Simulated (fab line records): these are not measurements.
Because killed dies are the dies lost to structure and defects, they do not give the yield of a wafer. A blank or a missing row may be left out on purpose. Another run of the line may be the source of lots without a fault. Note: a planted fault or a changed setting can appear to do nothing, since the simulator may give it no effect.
The tool behind it: which one? / flow nand harc / 11 lots, 33 wafers sampled, at 6 steps of a route of 1159

## WHAT THE GAUGES SHOWED, per wafer
NHARC_P_M2_INSPECT_27. Usual: raw defect count reads 352 (standard deviation 140).
lot=L765; measured=day 6 09:37; on=defect inspect-01; raw defect count=168 187 205; flag=
lot=L766; measured=day 6 21:09; on=defect inspect-02; raw defect count=340 361 434; flag=
lot=L767; measured=day 7 07:39; on=defect inspect-02; raw defect count=352 493 290; flag=
lot=L772; measured=day 7 15:22; on=defect inspect-01; raw defect count=490 254 298; flag=
lot=L771; measured=day 7 19:54; on=defect inspect-02; raw defect count=306 282 368; flag=
lot=L773; measured=day 8 09:13; on=defect inspect-01; raw defect count=394 461 305; flag=
lot=L774; measured=day 8 16:02; on=defect inspect-01; raw defect count=358 297 156; flag=
lot=L776; measured=day 9 00:20; on=defect inspect-02; raw defect count=351 343 328; flag=
lot=L781; measured=day 10 01:53; on=defect inspect-02; raw defect count=247 153 4558; flag=OFF
lot=L785; measured=day 11 10:45; on=defect inspect-01; raw defect count=435 352 316; flag=
lot=L788; measured=day 12 04:35; on=defect inspect-01; raw defect count=441 522 381; flag=

NHARC_END_SORT_01. Usual: defect limited yield 95.4 %, standard deviation 1.5; killed at array 28, standard deviation 10; killed at other 0.5, standard deviation 0.82; killed at periphery 3.4, standard deviation 2.2; killed dies 31, standard deviation 10; killed open 3.4, standard deviation 1.9; killed short 1.9, standard deviation 1.3; sort_bin_2_pct 1.5 %, standard deviation 0.6; sort_bin_3_pct 0.29 %, standard deviation 0.24; sort_bin_4_pct 2.9 %, standard deviation 0.97; sort n pass 646, standard deviation 10; sort rim yield pct 94.7 %, standard deviation 3; sort yield pct 95.4 %, standard deviation 1.5.
lot=L781; measured=day 23 11:35; on=prober-02; defect limited yield (%)=93.9 94.8 0; killed at array=38 33 29; killed at other=0 0 1; killed at periphery=3 2 647; killed dies=41 35 677; killed open=9 4 2; killed short=2 2 4; sort_bin_2_pct (%)=2.2 1.5 1.2; sort_bin_3_pct (%)=0.30 0.44 95.72; sort_bin_4_pct (%)=3.5 3.2 3.1; sort n pass=636 642 0; sort rim yield pct (%)=91.5 96.2 0; sort yield pct (%)=93.9 94.8 0; flag=OFF

## EACH LOT AND THE TOOL THAT RAN IT (in order: tool; ch and the chambers of the sampled wafers; start)
lot=L765; NHARC_P_M2_STRIP_18=rie diel-07 ch 0,3, day 6 07:22; NHARC_P_M2_ETCH_28=rie diel-07 ch 2,3, day 6 09:10 or earlier; NHARC_P_M2_PVD_21=pvd sputter-01, day 6 09:10 or earlier; NHARC_P_M2_CMP_23=cmp-03 ch 0,1,3, day 6 09:10
lot=L766; NHARC_P_M2_STRIP_18=rie diel-03 ch 0,1,3, day 6 18:52; NHARC_P_M2_ETCH_28=rie diel-03 ch 1,2,3, day 6 20:41 or earlier; NHARC_P_M2_PVD_21=pvd sputter-01, day 6 20:41 or earlier; NHARC_P_M2_CMP_23=cmp-03 ch 0,1, day 6 20:41
lot=L767; NHARC_P_M2_STRIP_18=rie diel-03 ch 0,1,3, day 7 05:29; NHARC_P_M2_ETCH_28=rie diel-03 ch 0,1, day 7 07:13 or earlier; NHARC_P_M2_PVD_21=pvd sputter-01, day 7 07:13 or earlier; NHARC_P_M2_CMP_23=cmp-02 ch 2,3, day 7 07:13
lot=L772; NHARC_P_M2_STRIP_18=rie diel-06 ch 1,2,3, day 7 12:51; NHARC_P_M2_ETCH_28=rie diel-06 ch 0,1,2, day 7 14:54 or earlier; NHARC_P_M2_PVD_21=pvd sputter-02, day 7 14:54 or earlier; NHARC_P_M2_CMP_23=cmp-02 ch 0,1,2, day 7 14:54
lot=L771; NHARC_P_M2_STRIP_18=rie diel-03 ch 1,2, day 7 17:44; NHARC_P_M2_ETCH_28=rie diel-03 ch 0,2,3, day 7 19:26 or earlier; NHARC_P_M2_PVD_21=pvd sputter-03, day 7 19:26 or earlier; NHARC_P_M2_CMP_23=cmp-04 ch 0,1, day 7 19:26
lot=L773; NHARC_P_M2_STRIP_18=rie diel-03 ch 0,1,2, day 8 07:04; NHARC_P_M2_ETCH_28=rie diel-03 ch 1,2, day 8 08:45 or earlier; NHARC_P_M2_PVD_21=pvd sputter-03, day 8 08:45 or earlier; NHARC_P_M2_CMP_23=cmp-02 ch 0,3, day 8 08:45
lot=L774; NHARC_P_M2_STRIP_18=rie diel-03 ch 0,3, day 8 13:50; NHARC_P_M2_ETCH_28=rie diel-03 ch 0,3, day 8 15:38 or earlier; NHARC_P_M2_PVD_21=pvd sputter-03, day 8 15:38 or earlier; NHARC_P_M2_CMP_23=cmp-02 ch 1,2,3, day 8 15:38
lot=L776; NHARC_P_M2_STRIP_18=rie diel-03 ch 0,3, day 8 22:08; NHARC_P_M2_ETCH_28=rie diel-03 ch 1,2,3, day 8 23:54 or earlier; NHARC_P_M2_PVD_21=pvd sputter-03, day 8 23:54 or earlier; NHARC_P_M2_CMP_23=cmp-02 ch 0,2,3, day 8 23:54
lot=L781; NHARC_P_M2_STRIP_18=rie diel-07 ch 0,1,2, day 9 23:40; NHARC_P_M2_ETCH_28=rie diel-07 ch 0,3, day 10 01:25 or earlier; NHARC_P_M2_PVD_21=pvd sputter-03, day 10 01:25 or earlier; NHARC_P_M2_CMP_23=cmp-03 ch 1,3, day 10 01:25
lot=L785; NHARC_P_M2_STRIP_18=rie diel-07 ch 1,2,3, day 11 08:30; NHARC_P_M2_ETCH_28=rie diel-07 ch 1,2,3, day 11 10:17 or earlier; NHARC_P_M2_PVD_21=pvd sputter-02, day 11 10:17 or earlier; NHARC_P_M2_CMP_23=cmp-04 ch 0,2,3, day 11 10:17
lot=L788; NHARC_P_M2_STRIP_18=rie diel-03 ch 1,2,3, day 12 02:22; NHARC_P_M2_ETCH_28=rie diel-03 ch 0,1,2, day 12 04:09 or earlier; NHARC_P_M2_PVD_21=pvd sputter-03, day 12 04:09 or earlier; NHARC_P_M2_CMP_23=cmp-04 ch 0,1,2, day 12 04:09
- NHARC_P_M2_STRIP_18: strips in N2/H2.
- NHARC_P_M2_ETCH_28: etches the open film in CF4/N2, target depth 30 nm, time 72.99 s.
- NHARC_P_M2_PVD_21: deposits Cu, target thk 30 nm, time 20.49 s.
- NHARC_P_M2_CMP_23: polishes, t overpolish 20 s, target thk 144.3 nm.

## AS READ BY THE TOOLS THEMSELVES (means over the sampled wafers that have a number; for cases with no such wafer, the mark the record gives instead)
NHARC_P_M2_STRIP_18. Usual: drypump motor current A 5.8 A, standard deviation 0.38; oes product au 1.000 a.u., standard deviation 0.0088; rf vpp V 90.7 V, standard deviation 0.92; showerhead plenum p Torr 2.04 Torr, standard deviation 0.09; throttle valve pct 14.170 %, standard deviation 0.0087.
lot=L765; tool=rie diel-07; drypump motor current A (A)=6.0; oes product au (a.u.)=1.008; rf vpp V (V)=90.0; showerhead plenum p Torr (Torr)=2.00; throttle valve pct (%)=14.173; flag=
lot=L766; tool=rie diel-03; drypump motor current A (A)=5.6; oes product au (a.u.)=1.001; rf vpp V (V)=91.1; showerhead plenum p Torr (Torr)=2.05; throttle valve pct (%)=14.177; flag=
lot=L767; tool=rie diel-03; drypump motor current A (A)=5.6; oes product au (a.u.)=0.999; rf vpp V (V)=91.5; showerhead plenum p Torr (Torr)=2.05; throttle valve pct (%)=14.167; flag=
lot=L772; tool=rie diel-06; drypump motor current A (A)=5.8; oes product au (a.u.)=0.999; rf vpp V (V)=90.6; showerhead plenum p Torr (Torr)=2.05; throttle valve pct (%)=14.171; flag=
lot=L771; tool=rie diel-03; drypump motor current A (A)=5.7; oes product au (a.u.)=1.001; rf vpp V (V)=90.3; showerhead plenum p Torr (Torr)=2.01; throttle valve pct (%)=14.168; flag=
lot=L773; tool=rie diel-03; drypump motor current A (A)=5.6; oes product au (a.u.)=0.999; rf vpp V (V)=90.2; showerhead plenum p Torr (Torr)=2.00; throttle valve pct (%)=14.173; flag=
lot=L774; tool=rie diel-03; drypump motor current A (A)=5.8; oes product au (a.u.)=0.996; rf vpp V (V)=90.1; showerhead plenum p Torr (Torr)=1.99; throttle valve pct (%)=14.168; flag=
lot=L776; tool=rie diel-03; drypump motor current A (A)=5.8; oes product au (a.u.)=0.995; rf vpp V (V)=89.9; showerhead plenum p Torr (Torr)=1.99; throttle valve pct (%)=14.180; flag=
lot=L781; tool=rie diel-07; drypump motor current A (A)=5.9; oes product au (a.u.)=1.002; rf vpp V (V)=90.7; showerhead plenum p Torr (Torr)=2.12; throttle valve pct (%)=14.169; flag=
lot=L785; tool=rie diel-07; drypump motor current A (A)=6.1; oes product au (a.u.)=1.004; rf vpp V (V)=90.9; showerhead plenum p Torr (Torr)=2.07; throttle valve pct (%)=14.168; flag=
lot=L788; tool=rie diel-03; drypump motor current A (A)=5.7; oes product au (a.u.)=0.985; rf vpp V (V)=91.1; showerhead plenum p Torr (Torr)=2.07; throttle valve pct (%)=14.155; flag=

NHARC_P_M2_ETCH_28. Usual: drypump motor current A 5.8 A, standard deviation 0.39; oes product au 0.999 a.u., standard deviation 0.0089; rf vpp V 314.2 V, standard deviation 1.9; showerhead plenum p Torr 2.63 Torr, standard deviation 0.11; throttle valve pct 19.793 %, standard deviation 0.0086.
lot=L765; tool=rie diel-07; drypump motor current A (A)=6.2; oes product au (a.u.)=1.003; rf vpp V (V)=313.5; showerhead plenum p Torr (Torr)=2.59; throttle valve pct (%)=19.786; flag=
lot=L766; tool=rie diel-03; drypump motor current A (A)=5.7; oes product au (a.u.)=0.998; rf vpp V (V)=314.6; showerhead plenum p Torr (Torr)=2.66; throttle valve pct (%)=19.789; flag=
lot=L767; tool=rie diel-03; drypump motor current A (A)=5.5; oes product au (a.u.)=1.000; rf vpp V (V)=312.6; showerhead plenum p Torr (Torr)=2.56; throttle valve pct (%)=19.794; flag=
lot=L772; tool=rie diel-06; drypump motor current A (A)=6.0; oes product au (a.u.)=0.998; rf vpp V (V)=313.8; showerhead plenum p Torr (Torr)=2.58; throttle valve pct (%)=19.782; flag=
lot=L771; tool=rie diel-03; drypump motor current A (A)=5.9; oes product au (a.u.)=0.995; rf vpp V (V)=313.2; showerhead plenum p Torr (Torr)=2.59; throttle valve pct (%)=19.796; flag=
lot=L773; tool=rie diel-03; drypump motor current A (A)=5.8; oes product au (a.u.)=1.002; rf vpp V (V)=313.6; showerhead plenum p Torr (Torr)=2.60; throttle valve pct (%)=19.777; flag=
lot=L774; tool=rie diel-03; drypump motor current A (A)=5.8; oes product au (a.u.)=1.002; rf vpp V (V)=313.7; showerhead plenum p Torr (Torr)=2.57; throttle valve pct (%)=19.790; flag=
lot=L776; tool=rie diel-03; drypump motor current A (A)=5.7; oes product au (a.u.)=1.007; rf vpp V (V)=314.2; showerhead plenum p Torr (Torr)=2.66; throttle valve pct (%)=19.795; flag=
lot=L781; tool=rie diel-07; drypump motor current A (A)=6.0; oes product au (a.u.)=0.998; rf vpp V (V)=313.6; showerhead plenum p Torr (Torr)=2.57; throttle valve pct (%)=19.791; flag=
lot=L785; tool=rie diel-07; drypump motor current A (A)=6.1; oes product au (a.u.)=1.006; rf vpp V (V)=314.8; showerhead plenum p Torr (Torr)=2.66; throttle valve pct (%)=19.808; flag=
lot=L788; tool=rie diel-03; drypump motor current A (A)=5.6; oes product au (a.u.)=1.000; rf vpp V (V)=313.4; showerhead plenum p Torr (Torr)=2.57; throttle valve pct (%)=19.801; flag=

NHARC_P_M2_PVD_21. Usual: throttle valve pct reads 30.0 % (standard deviation 0.97).
lot=L765; tool=pvd sputter-01; throttle valve pct (%)=30.6; flag=
lot=L766; tool=pvd sputter-01; throttle valve pct (%)=31.2; flag=
lot=L767; tool=pvd sputter-01; throttle valve pct (%)=29.3; flag=
lot=L772; tool=pvd sputter-02; throttle valve pct (%)=29.9; flag=
lot=L771; tool=pvd sputter-03; throttle valve pct (%)=29.7; flag=
lot=L773; tool=pvd sputter-03; throttle valve pct (%)=29.6; flag=
lot=L774; tool=pvd sputter-03; throttle valve pct (%)=30.0; flag=
lot=L776; tool=pvd sputter-03; throttle valve pct (%)=29.9; flag=
lot=L781; tool=pvd sputter-03; throttle valve pct (%)=29.5; flag=
lot=L785; tool=pvd sputter-02; throttle valve pct (%)=30.1; flag=
lot=L788; tool=pvd sputter-03; throttle valve pct (%)=30.1; flag=

NHARC_P_M2_CMP_23. Usual: motor current A 12.5 A, standard deviation 1.4; time to endpoint s 29.1 s, standard deviation 2.5.
lot=L765; tool=cmp-03; motor current A (A)=12.4; time to endpoint s (s)=27.1; flag=
lot=L766; tool=cmp-03; motor current A (A)=12.8; time to endpoint s (s)=25.5; flag=
lot=L767; tool=cmp-02; motor current A (A)=12.3; time to endpoint s (s)=28.6; flag=
lot=L772; tool=cmp-02; motor current A (A)=11.7; time to endpoint s (s)=27.9; flag=
lot=L771; tool=cmp-04; motor current A (A)=12.4; time to endpoint s (s)=27.3; flag=
lot=L773; tool=cmp-02; motor current A (A)=12.5; time to endpoint s (s)=30.4; flag=
lot=L774; tool=cmp-02; motor current A (A)=11.4; time to endpoint s (s)=29.3; flag=
lot=L776; tool=cmp-02; motor current A (A)=12.2; time to endpoint s (s)=29.1; flag=
lot=L781; tool=cmp-03; motor current A (A)=13.4; time to endpoint s (s)=31.7; flag=
lot=L785; tool=cmp-04; motor current A (A)=12.7; time to endpoint s (s)=29.8; flag=
lot=L788; tool=cmp-04; motor current A (A)=12.5; time to endpoint s (s)=31.4; flag=

## THE ANSWER, worked out from the rows above alone
Rule: a lot counts as off when the mean over its wafers that have a number is more than 3 standard deviations away from the usual mean. Also off: a lot with no number at a reading for which 4 or more lots have one. Any other lot the step has rows for is counted as sound. Order of review: gauges by route order, followed by the tools' own readings, for which a lot's mean as printed above is used. The first step at which some lot is off is used, and at that step the reading that is off furthest; a lot without a number counts as furthest.
Off, at NHARC_P_M2_INSPECT_27 on raw defect count: L781.
If a tool, at a process step before that reading, ran all the lots that are off and no sound lot after the first of them, it fits. The gauges at NHARC_P_M2_INSPECT_27 aren't tried: what is off there is off at NHARC_END_SORT_01 too, on other tools, and a gauge's error can't cause that. With no start given for some of its lots, NHARC_P_M2_ETCH_28 uses the hours and lot order of NHARC_P_M2_CMP_23. With no start given for some of its lots, NHARC_P_M2_PVD_21 uses the hours and lot order of NHARC_P_M2_CMP_23. One candidate fits, namely cmp-03 at NHARC_P_M2_CMP_23. Its last sound lot is L766 (day 6 20:41), its first lot that is off L781 (day 10 01:25): a fault that began between those two fits.

## WHAT THE SIMULATOR HAD INSERTED
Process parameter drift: cmp-03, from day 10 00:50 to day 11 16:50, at NHARC_P_M2_CMP_23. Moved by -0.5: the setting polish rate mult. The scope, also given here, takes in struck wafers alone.
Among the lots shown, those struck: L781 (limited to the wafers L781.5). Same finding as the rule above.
